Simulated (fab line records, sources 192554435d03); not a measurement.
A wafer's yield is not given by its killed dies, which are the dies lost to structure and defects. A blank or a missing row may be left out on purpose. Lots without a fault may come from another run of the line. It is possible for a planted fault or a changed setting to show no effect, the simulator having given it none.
A struck lot beside a sound one + flow n5-finfet + 32 out of 1938 route steps
Sound: wafers L519.1, L519.3, L519.4. Struck: wafer L533.2. (L533.4, L533.5 of the same lot were not struck and are left out.) The cause comes at the end.
For every step that has rows: the tool of each side, followed by ch and its chambers, followed by its first start. Under that, the readings that differ: sound wafers + struck wafers + difference of the means + sigmas: that difference in standard deviations of wafers without a fault.
alike: readings with means less than 2 such deviations apart, plus words and numbers identical on both sides. not compared: withheld readings, readings lacking a value on some wafer, bounds such as >300 that could conceal the same value, and numbers that have no deviation in the record and whose values overlap.
A row with sigmas, a row that says differs or no value, or rows on one side alone: a step with any of these is where the two part. Numbers that have no deviation but don't overlap get no sigmas and don't part them. A reading that every wafer of one side lacks parts them only if that side has two wafers or more.

first, 8 steps without rows for these wafers: N5_ILD0_LINER_00 (material SiNx, target thk 4 nm, pulse time 1 s, purge time 2 s); N5_ILD0_FCVD_FILL_01 (material SiO2 flowable, target thk 200 nm, time 328.3 s); N5_ILD0_CURE_02 (time 1800 s); N5_ILD0_CMP_03 (polishes, stops on SiNx, t overpolish 1.9 s, target thk 197.38 nm); N5_ILD0_CMP_07 (polishes SiO2 flowable, stops on poly-Si, t overpolish 1.18 s, target thk 138.88 nm); N5_ILD0_PRECLEAN_10 (cleans in NF3:NH3, afs cycles 5, time 20 s, sublimation time 60 s); N5_ILD0_ALD_15 (deposits SiNx, target thk 24 nm, pulse time 1 s, ald cycles 480); N5_ILD0_CMP_12 (polishes SiNx, stops on poly-Si, t overpolish 6 s, target thk 17.67 nm).
N5_SDB_HM_DEP_00: deposits SiNx from SiH4/NH3/N2, target thk 40 nm, time 35.3 s.
  sound on pecvd-01 ch 0,1, day 3 18:38; struck on pecvd-01 ch 1, day 7 07:30
| reading                                 | sound          | struck | difference | sigmas |
|-----------------------------------------|----------------|--------|------------|--------|
| model.SiNx_of_SDB_HM_DEP_00.thk-nm (nm) | 38.8 39.6 39.2 | 42     | +3         |        |
  alike: heater-power-w, showerhead-plenum-p-Torr, throttle-valve-pct
then, 13 steps without rows for these wafers: N5_SDB_COAT_03 (time 60 s, resist thk 100 nm); N5_SDB_COAT_04 (time 60 s, resist thk 18 nm); N5_SDB_COAT_05 (resist thk 90 nm); N5_SDB_EBR_07; N5_SDB_SOFTBAKE_06 (time 60 s); N5_SDB_EXPOSE_08 (exposes mask SDB); N5_SDB_PEB_09 (peb time 60 s); N5_SDB_DEVELOP_10 (develop time 30 s); N5_SDB_DESCUM_16 (chemistry O2, time 7.9 s); N5_SDB_ETCH_17 (etches SiARC in CF4, target depth 23.4 nm, time 39 s); N5_SDB_ETCH_18 (etches SOC in N2/H2, target depth 100 nm, overetch 20 nm, time 150 s); N5_SDB_STRIP_19 (strips in N2/H2); N5_SDB_STRIP_21 (strips in CF4).
N5_SDB_HM_OPEN_20: chemistry CH3F/O2, target SiNx, stops on poly-Si, target depth 24 nm.
  sound on rie-diel-01 ch 0,1,2, day 3 19:41; struck on rie-diel-02 ch 0, day 7 08:08
| reading                  | sound            | struck | difference | sigmas |
|--------------------------|------------------|--------|------------|--------|
| rf-hours-counter-h (h)   | 130 153 56       | 196    | +83        |        |
| model.etch.depth-nm (nm) | 22.8 23.65 23.21 | 25.91  | +2.69      |        |
  alike: drypump-motor-current-A, oes_ar_750_au, oes-product-au, rf-vpp-V, showerhead-plenum-p-Torr, throttle-valve-pct
then, 5 steps without rows for these wafers: N5_SDB_STRIP_22 (strips in N2/H2); N5_SDB_PRECLEAN_23 (cleans in dHF, time 30 s); N5_SDB_DUMMY_REMOVE_24 (chemistry TMAH, target poly-Si, stops on SiO2, target depth 142 nm, time 57 s, rinse time 30 s); N5_SDB_ETCH_25 (etches SiO2 in C4F6/O2, target depth 10 nm, time 3.3 s); N5_SDB_CUT_ETCH_26 (etches Si in HBr/Cl2/O2, target depth 129.6 nm, bt time 20 s, time 51.8 s).
N5_SDB_PRECLEAN_38: cleans in dHF, time 10 s.
  sound on wet-bench-02 ch 1,2,4, day 3 21:09; struck on wet-bench-02 ch 2, day 7 08:38
| reading                                 | sound          | struck | difference | sigmas |
|-----------------------------------------|----------------|--------|------------|--------|
| model.SiNx_of_SDB_HM_DEP_00.thk-nm (nm) | 20.4 21.2 20.8 | 23.8   | +3.0       |        |
then, 1 step without rows for these wafers: N5_SDB_PRECLEAN_39 (cleans in O3/DIW, time 45 s).
-- the record jumps here: 5 days lie between the struck wafers' starts before and after (it left off in module SDB and takes up again in module BEOL_M4, whose first step shown is number 1111 of the route) --
N5_BEOL_M4_RC_MEAS_101:
  sound on prober-02 ch 0, day 8 18:53; struck on prober-02 ch 0, day 12 03:12
  alike: DIBL_N, DIBL_P, IOFF_N, IOFF_P, ION_N, ION_P, SS_N, SS_P, VT_N, VT_P
-- record jumps: 5 days separate the struck wafers' starts on either side; left off in module BEOL_M4, taken up again in module PASSIVATION, whose first shown step is the route's number 1936 --
N5_PASSIVATION_PROBE_49:
  rows exist in the record for the struck wafers here (prober-02, day 17 02:28), but not for the sound ones

== WHERE THEY PART ==
At N5_PASSIVATION_PROBE_49 and nowhere else, as far as this record goes.

WHY: whatever the simulator had introduced
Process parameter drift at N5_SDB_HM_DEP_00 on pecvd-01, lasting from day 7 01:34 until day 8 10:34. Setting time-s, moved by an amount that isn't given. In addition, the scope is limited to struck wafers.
